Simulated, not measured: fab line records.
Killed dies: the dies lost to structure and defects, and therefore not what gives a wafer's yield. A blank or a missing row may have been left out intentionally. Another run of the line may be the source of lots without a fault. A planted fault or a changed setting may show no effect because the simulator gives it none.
fab line records    flow nand_harc
[record] lots = 14  wafers = 42  last_day = 24
route steps=1159 shown P_CONTACT@245 END@1159
lots that met no fault: from a run of the same line without faults
start_h: hours from the record's first day to the start of the lot's first wafer shown    wait_h: hours since the lot's step before    " identical to the entry in the row above    L1.1+2: one row covering several wafers at once    - no value present, or no start provided    * or withheld: withheld    < > ~ a bound
route shown NAME@n: a module of which the file shows steps, and the number in the route of the first    usual: mean and standard deviation over wafers with no fault    same: alike in all rows    chamber/n: place in a boat    sites: readings site by site    _std_site: standard deviation of those values    _edge_site: outer sites' mean less inner sites'    radius_mm: for every site, how far away it sits from the centre of the wafer    mask NAME#n: copy n    behind: the most recent tool/chamber to have shaped the wafer    hold: why the lot went on hold/how many hours it stayed there/how the hold came to an end    device: the n, p or np transistor that did not switch    end of line: the tests these same wafers got at the end of their route    a step with no rows: only its recipe    killed: the dies lost at the first sort to structure and to defects; this is not the yield of the wafer    map: dies across one wafer; x = killed, . = not, _ = none there
set.NAME: setting as actually run; set.NAME@STEP: the setting as run at that earlier step    model.NAME: the simulator's own value behind a step, which no gauge read
the route's steps for a sample of lots (tables are steps, rows are wafers)
services: from which hour (start_h, from the record's first day; less than 0 if before it) a tool's chamber was out of use, for how many hours, and why
[[steps]]
[step NHARC_P_CONTACT_PRE_CLEAN_39]
[recipe] time_s = 19.5  bias_v = 250  gas = Ar
[usual] bias_v = 249.9/2.3  time_s = 19.5/0
lot.wafer  tool            chamber  start_h  wait_h  bias_v  time_s
L671.2     pvd_sputter-03  -        117.71   -       247.1   19.5
L671.1     "               -        "        "       250.9   19.5
L671.4     "               -        "        "       251.7   19.5
L670.1     pvd_sputter-02  -        119.27   -       251.6   19.5
L670.5     "               -        "        "       249.2   19.5
L670.6     "               -        "        "       250.3   19.5
L672.4     pvd_sputter-03  -        123.83   -       253.0   19.5
L672.3     "               -        "        "       247.5   19.5
L672.5     "               -        "        "       252.4   19.5
L675.4     pvd_sputter-01  -        138.80   -       246.8   19.5
L675.1     "               -        "        "       248.5   19.5
L675.5     "               -        "        "       247.6   19.5
L676.3     pvd_sputter-01  -        147.79   -       245.5   19.5
L676.6     "               -        "        "       250.4   19.5
L676.5     "               -        "        "       247.9   19.5
L677.4     pvd_sputter-03  -        163.32   -       248.6   19.5
L677.3     "               -        "        "       249.8   19.5
L677.6     "               -        "        "       253.3   19.5
L679.2     pvd_sputter-02  -        163.48   -       250.7   19.5
L679.1     "               -        "        "       254.4   19.5
L679.5     "               -        "        "       249.5   19.5
L680.1     pvd_sputter-02  -        181.75   -       246.7   19.5
L680.2     "               -        "        "       251.0   19.5
L680.5     "               -        "        "       246.1   19.5
L681.4     pvd_sputter-02  -        186.99   -       251.7   19.5
L681.3     "               -        "        "       252.4   19.5
L681.1     "               -        "        "       244.8   19.5
L688.2     pvd_sputter-03  -        219.10   -       250.3   14.752
L688.4     "               -        "        "       247.1   14.752
L688.5     "               -        "        "       248.5   14.752
L691.1     pvd_sputter-01  -        233.12   -       250.0   19.5
L691.4     "               -        "        "       248.8   19.5
L691.6     "               -        "        "       250.9   19.5
L690.4     pvd_sputter-03  -        233.78   -       248.9   14.752
L690.1     "               -        "        "       255.1   14.752
L690.6     "               -        "        "       248.6   14.752
L692.1     pvd_sputter-02  -        249.34   -       252.7   19.5
L692.4     "               -        "        "       249.6   19.5
L692.6     "               -        "        "       251.2   19.5
L693.4     pvd_sputter-01  -        249.77   -       251.2   19.5
L693.1     "               -        "        "       250.6   19.5
L693.6     "               -        "        "       247.8   19.5
[step NHARC_P_CONTACT_PVD_32]
[recipe] target_thk_a = 50  chamber_pressure_pa = 5  power_w = 5000  substrate_temp_c = 200  time_s = 17.7  material = Ti
[usual] throttle_valve_pct = 29.9/0.85
lot.wafer  tool            chamber  start_h  wait_h  throttle_valve_pct
L671.1     pvd_sputter-03  -        -        -       30.1
L671.2     "               -        "        "       28.7
L671.4     "               -        "        "       31.0
L670.1     pvd_sputter-02  -        -        -       29.5
L670.5     "               -        "        "       29.5
L670.6     "               -        "        "       31.3
L672.4     pvd_sputter-03  -        -        -       29.1
L672.3     "               -        "        "       28.5
L672.5     "               -        "        "       29.1
L675.1     pvd_sputter-01  -        -        -       29.4
L675.4     "               -        "        "       30.1
L675.5     "               -        "        "       29.2
L676.3     pvd_sputter-01  -        -        -       29.4
L676.6     "               -        "        "       29.7
L676.5     "               -        "        "       30.1
L677.4     pvd_sputter-03  -        -        -       29.0
L677.3     "               -        "        "       31.2
L677.6     "               -        "        "       30.3
L679.2     pvd_sputter-02  -        -        -       29.5
L679.1     "               -        "        "       29.3
L679.5     "               -        "        "       29.4
L680.1     pvd_sputter-02  -        -        -       29.1
L680.2     "               -        "        "       29.4
L680.5     "               -        "        "       30.1
L681.3     pvd_sputter-02  -        -        -       29.6
L681.1     "               -        "        "       29.1
L681.4     "               -        "        "       30.1
L688.2     pvd_sputter-03  -        -        -       28.4
L688.4     "               -        "        "       31.3
L688.5     "               -        "        "       31.1
L691.1     pvd_sputter-01  -        -        -       30.9
L691.4     "               -        "        "       29.4
L691.6     "               -        "        "       29.2
L690.1     pvd_sputter-03  -        -        -       30.3
L690.4     "               -        "        "       31.1
L690.6     "               -        "        "       29.8
L692.4     pvd_sputter-02  -        -        -       30.0
L692.1     "               -        "        "       29.0
L692.6     "               -        "        "       30.0
L693.4     pvd_sputter-01  -        -        -       30.8
L693.1     "               -        "        "       31.0
L693.6     "               -        "        "       31.1
[step NHARC_P_CONTACT_ALD_22]
[recipe] target_thk_a = 30  pulse_time_s = 1  ald_cycles = 150  temp_c = 450  material = TiN
[usual] heater_power_w = 1108/180  precursor_pulse_height_rel = 1.003/0.021
lot.wafer  tool          chamber  start_h  wait_h  heater_power_w  precursor_pulse_height_rel
L671.2     ald_metal-02  1        117.88   -       1512            1.016
L671.1     "             2        "        "       946             1.002
L671.4     "             3        "        "       985             1.017
L670.1     ald_metal-02  3        119.50   -       993             1.009
L670.5     "             0        "        "       1049            0.994
L670.6     "             1        "        "       1549            0.973
L672.3     ald_metal-03  1        124.03   -       1261            1.007
L672.4     "             3        "        "       1119            0.981
L672.5     "             0        "        "       1109            0.994
L675.1     ald_metal-01  0        139.01   -       1051            0.989
L675.4     "             1        "        "       1064            0.992
L675.5     "             2        "        "       814             0.975
L676.3     ald_metal-01  0        147.96   -       1027            1.026
L676.5     "             0        "        "       1034            1.037
L676.6     "             1        "        "       1062            1.011
L677.4     ald_metal-01  0        163.48   -       1022            0.996
L677.3     "             3        "        "       1266            1.008
L677.6     "             0        "        "       1028            1.004
L679.2     ald_metal-02  2        163.73   -       935             1.039
L679.1     "             0        "        "       1066            1.027
L679.5     "             1        "        "       1469            0.998
L680.1     ald_metal-03  0        181.94   -       1101            0.969
L680.2     "             1        "        "       1240            0.965
L680.5     "             0        "        "       1087            1.030
L681.3     ald_metal-01  0        187.17   -       1036            0.990
L681.1     "             2        "        "       842             1.006
L681.4     "             3        "        "       1210            0.995
L688.2     ald_metal-02  0        219.32   -       1065            1.045
L688.4     "             1        "        "       1574            1.055
L688.5     "             3        "        "       1024            1.041
L691.4     ald_metal-02  1        233.28   -       1546            0.987
L691.1     "             3        "        "       1027            0.996
L691.6     "             2        "        "       892             0.995
L690.1     ald_metal-01  0        233.97   -       1043            1.017
L690.4     "             1        "        "       1064            1.042
L690.6     "             1        "        "       1029            1.008
L692.1     ald_metal-03  0        249.53   -       1125            0.965
L692.4     "             2        "        "       1142            1.043
L692.6     "             0        "        "       1089            0.971
L693.4     ald_metal-01  0        249.94   -       1012            0.995
L693.1     "             3        "        "       1232            0.977
L693.6     "             0        "        "       1017            0.991
[step NHARC_P_CONTACT_INSPECT_27]
[usual] raw_defect_count = 278/100
lot.wafer  tool               chamber  start_h  wait_h  raw_defect_count
L671.1     defect_inspect-02  -        122.20   0.1     331
L671.2     "                  -        "        "       270
L671.4     "                  -        "        "       207
L670.1     defect_inspect-02  -        124.44   0.1     353
L670.5     "                  -        "        "       188
L670.6     "                  -        "        "       376
L672.3     defect_inspect-02  -        127.78   0.1     246
L672.4     "                  -        "        "       211
L672.5     "                  -        "        "       172
L675.1     defect_inspect-02  -        140.95   0.1     178
L675.4     "                  -        "        "       327
L675.5     "                  -        "        "       357
L676.3     defect_inspect-02  -        152.10   0.1     442
L676.5     "                  -        "        "       310
L676.6     "                  -        "        "       361
L677.3     defect_inspect-01  -        165.63   0.1     378
L677.4     "                  -        "        "       424
L677.6     "                  -        "        "       398
L679.1     defect_inspect-01  -        165.86   0.1     234
L679.2     "                  -        "        "       338
L679.5     "                  -        "        "       376
L680.1     defect_inspect-01  -        187.72   0.1     380
L680.2     "                  -        "        "       444
L680.5     "                  -        "        "       350
L681.1     defect_inspect-02  -        189.89   0.1     185
L681.3     "                  -        "        "       153
L681.4     "                  -        "        "       187
L688.2     defect_inspect-02  -        220.58   0.1     183
L688.4     "                  -        "        "       270
L688.5     "                  -        "        "       233
L691.1     defect_inspect-02  -        234.70   0.1     303
L691.4     "                  -        "        "       223
L691.6     "                  -        "        "       291
L690.1     defect_inspect-02  -        235.26   0.1     162
L690.4     "                  -        "        "       361
L690.6     "                  -        "        "       229
L692.1     defect_inspect-02  -        255.37   0.1     144
L692.4     "                  -        "        "       176
L692.6     "                  -        "        "       192
L693.1     defect_inspect-01  -        255.41   0.1     344
L693.4     "                  -        "        "       306
L693.6     "                  -        "        "       208
[step NHARC_END_SORT_01]
[recipe] temp_c = 25
[usual] killed_at_array = 28/11  killed_at_other = 0.6/0.85  killed_at_periphery = 2.8/2.3  killed_dies = 31/11  killed_open = 3.1/1.6  killed_short = 2.0/1.4
[same] gross_dies = 677
lot.wafer  tool       chamber  start_h  wait_h  killed_at_array  killed_at_other  killed_at_periphery  killed_dies  killed_open  killed_short
L671.1     prober-01  0        443.60   2.5     26               1                2                    29           4            2
L671.2     prober-01  0        444.42   2.8     22               0                4                    26           3            2
L671.4     prober-01  0        446.04   3.4     24               0                1                    25           4            0
L670.1     prober-02  0        447.82   2.5     30               0                3                    33           4            3
L670.5     prober-02  0        450.92   3.6     28               1                1                    30           2            1
L670.6     prober-02  0        451.70   3.9     30               0                0                    30           1            4
L675.1     prober-01  0        451.52   2.5     22               1                5                    28           5            3
L675.4     prober-01  0        453.91   3.4     28               0                2                    30           2            2
L675.5     prober-01  0        454.71   3.7     27               0                3                    30           4            3
L672.3     prober-02  0        457.14   3.1     11               2                2                    15           2            1
L672.4     prober-02  0        457.95   3.4     15               1                2                    18           3            1
L672.5     prober-02  0        458.76   3.7     14               1                0                    15           0            1
L676.3     prober-02  0        469.62   3.1     12               1                3                    16           4            3
L676.5     prober-02  0        471.22   3.7     12               0                6                    18           5            0
L676.6     prober-02  0        472.01   4.0     11               1                1                    13           2            1
L677.3     prober-01  0        475.81   3.1     27               1                2                    30           6            1
L677.4     prober-01  0        476.61   3.4     16               1                2                    19           1            7
L677.6     prober-01  0        478.22   4.0     21               1                0                    22           4            3
L679.1     prober-02  0        490.47   2.5     14               0                5                    19           9            3
L679.2     prober-02  0        491.25   2.8     16               2                5                    23           7            4
L679.5     prober-02  0        493.61   3.6     15               0                5                    20           3            3
L680.1     prober-01  0        515.53   2.5     15               1                6                    22           3            0
L680.2     prober-01  0        516.32   2.8     18               0                2                    20           3            1
L680.5     prober-01  0        518.71   3.7     21               2                1                    24           4            2
L681.1     prober-02  0        515.55   2.5     24               0                3                    27           1            2
L681.3     prober-02  0        517.13   3.1     43               0                1                    44           4            6
L681.4     prober-02  0        517.92   3.4     33               0                1                    34           3            2
L688.2     prober-02  0        532.55   2.8     46               0                6                    52           4            2
L688.4     prober-02  0        534.12   3.3     28               0                8                    36           2            1
L688.5     prober-02  0        534.90   3.6     33               0                5                    38           5            3
L690.1     prober-02  0        567.15   2.5     18               1                4                    23           6            1
L690.4     prober-02  0        569.54   3.4     22               0                1                    23           1            3
L690.6     prober-02  0        571.13   4.0     18               1                1                    20           3            1
L693.1     prober-01  0        572.83   2.5     29               2                7                    38           4            3
L693.4     prober-01  0        575.25   3.4     30               1                13                   44           3            2
L693.6     prober-01  0        576.86   4.0     27               3                4                    34           0            1
L692.1     prober-02  0        574.92   2.5     28               1                6                    35           4            2
L692.4     prober-02  0        577.33   3.4     38               0                8                    46           5            5
L692.6     prober-02  0        578.94   4.0     27               0                4                    31           1            5
L691.1     prober-01  0        580.69   2.5     50               0                4                    54           3            1
L691.4     prober-01  0        583.09   3.4     50               1                3                    54           3            3
L691.6     prober-01  0        584.70   4.0     49               1                0                    50           1            1
// killed by level:class
L671.1 A_SLIT:chamber_film_flake=10 A_CHANNEL_HOLE_D1:chamber_film_flake=4 A_WL_FILL:chamber_film_flake=4 A_CONTACT:geometric_particle:open=2 A_CONTACT:chamber_film_flake=2 P_M0:geometric_particle:open=1 P_M2:geometric_particle:short=1 A_CHANNEL_FILL_D1:geometric_particle:open=1
L671.2 A_SLIT:chamber_film_flake=9 P_M1:chamber_film_flake=3 A_WL_FILL:chamber_film_flake=3 A_M1:geometric_particle:open=2 A_STAIRCASE:chamber_film_flake=2 A_SOURCE_PLATE:geometric_particle:short=1 A_CONTACT:geometric_particle:short=1 A_M0:geometric_particle:open=1
L671.4 A_SLIT:chamber_film_flake=9 A_CHANNEL_HOLE_D1:chamber_film_flake=4 A_STAIRCASE:chamber_film_flake=3 A_ONON_D1:geometric_particle:open=2 A_M1:chamber_film_flake=2 A_SOURCE_PLATE:geometric_particle:open=1 A_CONTACT:geometric_particle:open=1 P_M1:chamber_film_flake=1
L670.1 A_CHANNEL_HOLE_D1:chamber_film_flake=13 A_SLIT:chamber_film_flake=5 A_CONTACT:chamber_film_flake=3 A_M1:chamber_film_flake=3 A_CONTACT:geometric_particle:short=2 P_GATE:geometric_particle:open=1 P_CONTACT:geometric_particle:open=1 A_CHANNEL_FILL_D1:geometric_particle:open=1
L670.5 A_CHANNEL_HOLE_D1:chamber_film_flake=13 A_SLIT:chamber_film_flake=8 A_CONTACT:chamber_film_flake=2 A_WL_FILL:geometric_particle:short=1 A_CONTACT:geometric_particle:open=1 A_BLC:geometric_particle:open=1 P_M1:chamber_film_flake=1 A_STAIRCASE:chamber_film_flake=1
L675.1 A_SLIT:chamber_film_flake=6 P_M0:geometric_particle:open=3 A_CHANNEL_HOLE_D1:chamber_film_flake=3 A_BONDPAD:chamber_film_flake=3 A_WL_FILL:geometric_particle:short=2 A_ZERO_WELL:chamber_film_flake=2 A_STAIRCASE:chamber_film_flake=2 P_CONTACT:geometric_particle:short=1
L670.6 A_SLIT:chamber_film_flake=8 A_CONTACT:chamber_film_flake=7 A_CHANNEL_HOLE_D1:chamber_film_flake=6 A_STAIRCASE:chamber_film_flake=2 A_ONON_D1:geometric_particle:short=1 A_CHANNEL_FILL_D1:geometric_particle:short=1 A_SGD_CUT:geometric_particle:short=1 A_CONTACT:geometric_particle:open=1
L675.4 A_SLIT:chamber_film_flake=14 A_CHANNEL_HOLE_D1:chamber_film_flake=3 A_WL_FILL:chamber_film_flake=3 A_BONDPAD:chamber_film_flake=3 P_M0:geometric_particle:open=1 A_WL_FILL:geometric_particle:short=1 A_CONTACT:geometric_particle:open=1 A_M0:geometric_particle:short=1
L675.5 A_SLIT:chamber_film_flake=10 A_CHANNEL_HOLE_D1:chamber_film_flake=4 A_BONDPAD:chamber_film_flake=3 P_M0:geometric_particle:open=2 A_STAIRCASE:chamber_film_flake=2 A_ONON_D1:geometric_particle:short=1 A_CHANNEL_FILL_D1:geometric_particle:open=1 A_WL_FILL:geometric_particle:open=1
L672.3 A_STAIRCASE:chamber_film_flake=4 A_CHANNEL_FILL_D1:chamber_film_flake=2 A_WL_FILL:chamber_film_flake=2 THIN_TSV:chamber_film_flake=2 P_GATE:geometric_particle:short=1 A_SOURCE_PLATE:geometric_particle:open=1 A_CONTACT:geometric_particle:open=1 P_GATE:chamber_film_flake=1
L672.4 A_CHANNEL_HOLE_D1:chamber_film_flake=3 A_WL_FILL:chamber_film_flake=3 P_CONTACT:geometric_particle:open=2 A_CHANNEL_FILL_D1:chamber_film_flake=2 A_STAIRCASE:chamber_film_flake=2 A_CONTACT:chamber_film_flake=2 A_CONTACT:geometric_particle:short=1 A_CONTACT:geometric_particle:open=1
L672.5 A_CHANNEL_HOLE_D1:chamber_film_flake=6 A_STAIRCASE:chamber_film_flake=4 A_CONTACT:chamber_film_flake=3 A_WL_FILL:geometric_particle:short=1 THIN_TSV:chamber_film_flake=1
L676.3 A_CHANNEL_HOLE_D1:chamber_film_flake=4 A_M1:geometric_particle:open=2 A_CONTACT:chamber_film_flake=2 P_GATE:geometric_particle:short=1 A_ONON_D1:geometric_particle:short=1 A_CONTACT:geometric_particle:open=1 A_BLC:geometric_particle:short=1 A_M0:geometric_particle:open=1
L676.5 A_STAIRCASE:chamber_film_flake=4 A_CHANNEL_HOLE_D1:chamber_film_flake=3 P_CONTACT:geometric_particle:open=2 P_GATE:chamber_film_flake=2 A_CONTACT:chamber_film_flake=2 P_M0:geometric_particle:open=1 P_M2:geometric_particle:open=1 A_CONTACT:geometric_particle:open=1
L676.6 A_STAIRCASE:chamber_film_flake=4 A_CHANNEL_HOLE_D1:chamber_film_flake=2 A_CONTACT:chamber_film_flake=2 P_CONTACT:geometric_particle:open=1 A_WL_FILL:geometric_particle:short=1 A_WL_FILL:geometric_particle:open=1 A_SLIT:chamber_film_flake=1 THIN_TSV:chamber_film_flake=1
L677.3 A_STAIRCASE:chamber_film_flake=9 A_CHANNEL_HOLE_D1:chamber_film_flake=5 A_CONTACT:chamber_film_flake=5 A_SLIT:chamber_film_flake=3 P_GATE:geometric_particle:open=1 P_M0:geometric_particle:short=1 A_ONON_D1:geometric_particle:open=1 A_WL_FILL:geometric_particle:open=1
L677.4 A_STAIRCASE:chamber_film_flake=6 A_CHANNEL_FILL_D1:geometric_particle:short=2 A_CONTACT:chamber_film_flake=2 P_STI:geometric_particle:short=1 P_M0:geometric_particle:short=1 A_ONON_D1:geometric_particle:short=1 A_SGD_CUT:geometric_particle:short=1 A_SGD_CUT:geometric_particle:open=1
L677.6 A_STAIRCASE:chamber_film_flake=6 A_CHANNEL_HOLE_D1:chamber_film_flake=4 A_CONTACT:chamber_film_flake=4 A_ONON_D1:geometric_particle:short=2 A_CHANNEL_HOLE_D1:geometric_particle:open=1 A_CHANNEL_FILL_D1:geometric_particle:open=1 A_CHANNEL_FILL_D1:geometric_particle:short=1 A_SGD_CUT:geometric_particle:open=1
L679.1 A_STAIRCASE:chamber_film_flake=3 P_M2:geometric_particle:open=2 A_CONTACT:geometric_particle:open=2 A_ZERO_WELL:chamber_film_flake=2 P_M0:geometric_particle:short=1 P_M0:geometric_particle:open=1 P_M1:geometric_particle:open=1 A_ONON_D1:geometric_particle:short=1
L679.2 P_GATE:chamber_film_flake=3 THIN_TSV:chamber_film_flake=2 A_CONTACT:geometric_particle:open=2 A_BLC:geometric_particle:open=2 A_ZERO_WELL:chamber_film_flake=2 A_CHANNEL_FILL_D1:chamber_film_flake=2 P_GATE:geometric_particle:short=1 P_CONTACT:geometric_particle:open=1
L679.5 A_CHANNEL_HOLE_D1:chamber_film_flake=4 A_STAIRCASE:chamber_film_flake=3 A_CONTACT:chamber_film_flake=3 P_CONTACT:geometric_particle:open=1 P_M2:geometric_particle:open=1 A_ONON_D1:geometric_particle:open=1 A_ONON_D1:geometric_particle:short=1 A_CHANNEL_HOLE_D1:geometric_particle:short=1
L680.1 A_CHANNEL_HOLE_D1:chamber_film_flake=5 A_CONTACT:chamber_film_flake=5 P_M2:chamber_film_flake=4 A_STAIRCASE:chamber_film_flake=3 P_GATE:geometric_particle:open=1 P_M1:geometric_particle:open=1 A_ONON_D1:geometric_particle:open=1 A_SLIT:chamber_film_flake=1
L681.1 A_SLIT:chamber_film_flake=8 A_STAIRCASE:chamber_film_flake=7 A_CONTACT:chamber_film_flake=3 A_CHANNEL_HOLE_D1:chamber_film_flake=2 A_M1:chamber_film_flake=2 P_CONTACT:geometric_particle:open=1 A_WL_FILL:geometric_particle:short=1 A_M0:geometric_particle:short=1
L680.2 A_STAIRCASE:chamber_film_flake=6 A_CONTACT:chamber_film_flake=4 A_CHANNEL_HOLE_D1:chamber_film_flake=3 P_CONTACT:geometric_particle:open=1 A_CHANNEL_FILL_D1:geometric_particle:open=1 A_CHANNEL_FILL_D1:geometric_particle:short=1 A_M0:geometric_particle:open=1 P_M2:chamber_film_flake=1
L681.3 A_SLIT:chamber_film_flake=17 A_STAIRCASE:chamber_film_flake=7 A_CHANNEL_HOLE_D1:chamber_film_flake=5 A_CONTACT:chamber_film_flake=3 A_CHANNEL_FILL_D1:geometric_particle:open=2 A_CHANNEL_FILL_D1:geometric_particle:short=2 A_ONON_D1:geometric_particle:short=1 A_SGD_CUT:geometric_particle:open=1
L681.4 A_SLIT:chamber_film_flake=13 A_STAIRCASE:chamber_film_flake=8 A_CHANNEL_HOLE_D1:chamber_film_flake=5 A_CHANNEL_FILL_D1:geometric_particle:short=2 A_CONTACT:chamber_film_flake=2 A_ONON_D1:geometric_particle:open=1 A_CONTACT:geometric_particle:open=1 A_BLC:geometric_particle:open=1
L680.5 A_STAIRCASE:chamber_film_flake=5 A_CHANNEL_HOLE_D1:chamber_film_flake=4 A_CONTACT:chamber_film_flake=3 A_SGD_CUT:geometric_particle:open=2 A_WL_FILL:chamber_film_flake=2 A_CHANNEL_FILL_D1:geometric_particle:short=1 A_CONTACT:geometric_particle:short=1 A_CONTACT:geometric_particle:open=1
L688.2 A_CHANNEL_HOLE_D1:chamber_film_flake=19 A_SLIT:chamber_film_flake=12 A_CONTACT:chamber_film_flake=8 P_ZERO_WELL:chamber_film_flake=4 A_WL_FILL:geometric_particle:open=3 P_M0:geometric_particle:short=1 A_CONTACT:geometric_particle:short=1 A_CONTACT:geometric_particle:open=1
L688.4 A_SLIT:chamber_film_flake=13 A_CHANNEL_HOLE_D1:chamber_film_flake=11 P_ZERO_WELL:chamber_film_flake=5 A_CONTACT:chamber_film_flake=3 P_STI:geometric_particle:short=1 P_CONTACT:geometric_particle:open=1 A_M0:geometric_particle:open=1 P_STI:chamber_film_flake=1
L688.5 A_CHANNEL_HOLE_D1:chamber_film_flake=16 A_SLIT:chamber_film_flake=10 A_CONTACT:geometric_particle:open=2 P_STI:chamber_film_flake=2 A_CONTACT:chamber_film_flake=2 P_GATE:geometric_particle:open=1 P_GATE:geometric_particle:short=1 P_CONTACT:geometric_particle:open=1
L690.1 A_CHANNEL_HOLE_D1:chamber_film_flake=9 A_CONTACT:geometric_particle:open=2 P_STI:chamber_film_flake=2 A_SGD_CUT:chamber_film_flake=2 P_M1:geometric_particle:open=1 A_SOURCE_PLATE:geometric_particle:open=1 A_ONON_D1:geometric_particle:open=1 A_CHANNEL_FILL_D1:geometric_particle:short=1
L690.4 A_CHANNEL_HOLE_D1:chamber_film_flake=12 A_SLIT:chamber_film_flake=3 A_ONON_D1:geometric_particle:short=1 A_CHANNEL_HOLE_D1:geometric_particle:short=1 A_CHANNEL_FILL_D1:geometric_particle:short=1 A_M0:geometric_particle:open=1 P_GATE:chamber_film_flake=1 A_SGD_CUT:chamber_film_flake=1
L690.6 A_CHANNEL_HOLE_D1:chamber_film_flake=6 A_SGD_CUT:chamber_film_flake=4 A_CHANNEL_FILL_D1:geometric_particle:short=1 A_WL_FILL:geometric_particle:open=1 A_CONTACT:geometric_particle:open=1 A_M0:geometric_particle:open=1 P_STI:chamber_film_flake=1 A_SLIT:chamber_film_flake=1
L693.1 A_SLIT:chamber_film_flake=16 P_STI:chamber_film_flake=3 A_CHANNEL_HOLE_D1:unspecified=3 A_WL_FILL:geometric_particle:short=2 P_GATE:chamber_film_flake=2 A_CHANNEL_HOLE_D1:chamber_film_flake=2 A_STAIRCASE:chamber_film_flake=2 A_CONTACT:chamber_film_flake=2
L692.1 A_SLIT:chamber_film_flake=14 A_CHANNEL_HOLE_D1:chamber_film_flake=7 A_BONDPAD:chamber_film_flake=3 P_GATE:geometric_particle:open=2 P_BONDPAD:chamber_film_flake=2 P_STI:geometric_particle:short=1 A_CHANNEL_HOLE_D1:geometric_particle:open=1 A_BLC:geometric_particle:short=1
L693.4 A_SLIT:chamber_film_flake=16 P_STI:chamber_film_flake=8 A_CHANNEL_HOLE_D1:unspecified=3 P_M0:geometric_particle:open=2 A_CHANNEL_HOLE_D1:chamber_film_flake=2 A_CHANNEL_FILL_D1:chamber_film_flake=2 A_CONTACT:chamber_film_flake=2 A_CHANNEL_HOLE_D1:geometric_particle:short=1
L693.6 A_SLIT:chamber_film_flake=23 P_STI:chamber_film_flake=3 THIN_TSV:chamber_film_flake=3 A_CHANNEL_HOLE_D1:unspecified=2 A_CONTACT:geometric_particle:short=1 P_GATE:chamber_film_flake=1 A_BONDPAD:chamber_film_flake=1
L692.4 A_SLIT:chamber_film_flake=17 A_CHANNEL_HOLE_D1:chamber_film_flake=7 A_WL_FILL:chamber_film_flake=3 A_BONDPAD:chamber_film_flake=3 A_SOURCE_PLATE:geometric_particle:short=2 P_BONDPAD:chamber_film_flake=2 P_GATE:geometric_particle:short=1 P_M0:geometric_particle:open=1
L692.6 A_SLIT:chamber_film_flake=18 A_CHANNEL_HOLE_D1:chamber_film_flake=4 A_CONTACT:chamber_film_flake=2 P_GATE:geometric_particle:short=1 P_CONTACT:geometric_particle:short=1 P_M1:geometric_particle:short=1 A_CHANNEL_FILL_D1:geometric_particle:short=1 A_CONTACT:geometric_particle:open=1
L691.1 A_CHANNEL_HOLE_D1:chamber_film_flake=21 A_SLIT:chamber_film_flake=20 A_CONTACT:chamber_film_flake=5 P_M0:geometric_particle:open=2 A_SGD_CUT:chamber_film_flake=2 P_M0:geometric_particle:short=1 A_SGD_CUT:geometric_particle:open=1 P_STI:chamber_film_flake=1
L691.4 A_CHANNEL_HOLE_D1:chamber_film_flake=20 A_SLIT:chamber_film_flake=15 A_SGD_CUT:chamber_film_flake=3 A_CONTACT:chamber_film_flake=3 A_CHANNEL_FILL_D1:geometric_particle:short=2 A_STAIRCASE:chamber_film_flake=2 A_BONDPAD:chamber_film_flake=2 P_CONTACT:geometric_particle:open=1
L691.6 A_CHANNEL_HOLE_D1:chamber_film_flake=25 A_SLIT:chamber_film_flake=14 A_SGD_CUT:chamber_film_flake=3 A_BONDPAD:chamber_film_flake=2 A_M0:geometric_particle:short=1 A_M1:geometric_particle:open=1 A_CHANNEL_FILL_D1:chamber_film_flake=1 A_STAIRCASE:chamber_film_flake=1
[[services]]
tool            chamber  start_h  hours  kind
ald_metal-01    -        102.00   10.0   pm
ald_metal-01    0        102.00   10.0   vent_cycle
ald_metal-01    1        102.00   10.0   vent_cycle
ald_metal-01    2        102.00   10.0   vent_cycle
ald_metal-01    3        102.00   10.0   vent_cycle
pvd_sputter-03  -        102.00   10.0   pm
ald_metal-01    0        112.00   -      clean
ald_metal-01    1        112.00   -      clean
ald_metal-01    2        112.00   -      clean
ald_metal-02    3        134.55   28.0   repair
ald_metal-03    -        144.00   10.0   pm
pvd_sputter-03  -        144.15   2.6    repair
pvd_sputter-01  -        158.00   10.0   pm
pvd_sputter-01  -        172.96   3.9    repair
ald_metal-01    1        180.44   3.9    repair
ald_metal-02    -        181.47   0.5    repair
ald_metal-02    -        186.05   10.0   pm
ald_metal-03    3        202.12   5.1    repair
ald_metal-03    0        203.19   5.6    repair
pvd_sputter-02  -        203.59   1.1    repair
ald_metal-02    -        206.86   2.0    repair
pvd_sputter-02  -        214.01   10.0   pm
ald_metal-03    -        224.15   0.2    repair
ald_metal-02    -        243.45   7.0    repair
[[key]]
[first_sign] step = NHARC_P_CONTACT_PRE_CLEAN_39  reading = time_s  direction = down  sigmas = 99+  usual = *  struck = *
effect none on later readings
met_at NHARC_P_CONTACT_PRE_CLEAN_39
struck_lots L688,L690
tester_left_out L688,L690
not_acting_at NHARC_P_CONTACT_PVD_32,NHARC_P_CONTACT_ALD_22,NHARC_P_CONTACT_INSPECT_27
onset_between 163.32 219.10
[fault] kind = process_parameter_drift  tool = pvd_sputter-03  chamber = -  onset_h = 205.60  steps = NHARC_P_CONTACT_PRE_CLEAN_39  channel = time_s  offset = *  shape = step  end_h = 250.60  acts_in = *  stated = *
// tester_left_out: of these lots the tester's yield and bins aren't shown, on N5 and GAA mostly nor the transistor test; their killed dies are dies lost to structure and defects alone, not to doping, threshold or leakage, so they don't give the yield
